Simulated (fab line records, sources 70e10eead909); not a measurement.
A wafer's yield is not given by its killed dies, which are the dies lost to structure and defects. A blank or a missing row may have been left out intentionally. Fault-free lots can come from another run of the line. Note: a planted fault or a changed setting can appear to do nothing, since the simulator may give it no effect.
Matching of chambers + flow nand-harc + 3 sister chambers for NHARC_A_SLIT_DEP_23 on pecvd-02
The step deposits SiON, target thk 100 nm. 3 wafers are shown with their chamber, then 7 later ones without.

== WAFERS PAIRED WITH THEIR CHAMBERS ==
| wafer  | chamber | heater-power-w (W) |
|--------|---------|--------------------|
| L412.1 | 1       | 806                |
| L419.4 | 0       | 692                |
| L419.5 | 2       | 675                |

== WAFERS WHOSE CHAMBER IS MISSING ==
| wafer  | heater-power-w (W) |
|--------|--------------------|
| L419.6 | 787                |
| L420.1 | 836                |
| L420.3 | 706                |
| L420.5 | 679                |
| L416.1 | 902                |
| L416.4 | 677                |
| L416.6 | 619                |

== THE CHAMBER EACH PASSED THROUGH ==
| wafer  | from the rows above          | in truth |
|--------|------------------------------|----------|
| L419.6 | can't be placed: 1 or 0      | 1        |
| L420.1 | 1                            | 1        |
| L420.3 | can't be placed: 0 or 2 or 1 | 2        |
| L420.5 | can't be placed: 2 or 0      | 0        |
| L416.1 | 1                            | 1        |
| L416.4 | can't be placed: 2 or 0      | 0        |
| L416.6 | can't be placed: 2 or 0      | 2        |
2 of 7 placed correctly. These rows do not allow placing 5 (true chamber among the candidates in 5). Number placed wrongly: 0.
How it was worked out, from the rows above alone: a wafer's distance from a chamber is the root of the sum, over the readings, of the square of ((its reading less the chamber's mean) divided by the reading's scatter). The wafer belongs to the nearest chamber; if the next one is less than 2 further off, it can't be placed. A chamber's mean is the mean of its shown wafers. The scatter: root of mean squared gap, hidden wafer to nearest shown wafer, with one shown wafer a chamber.
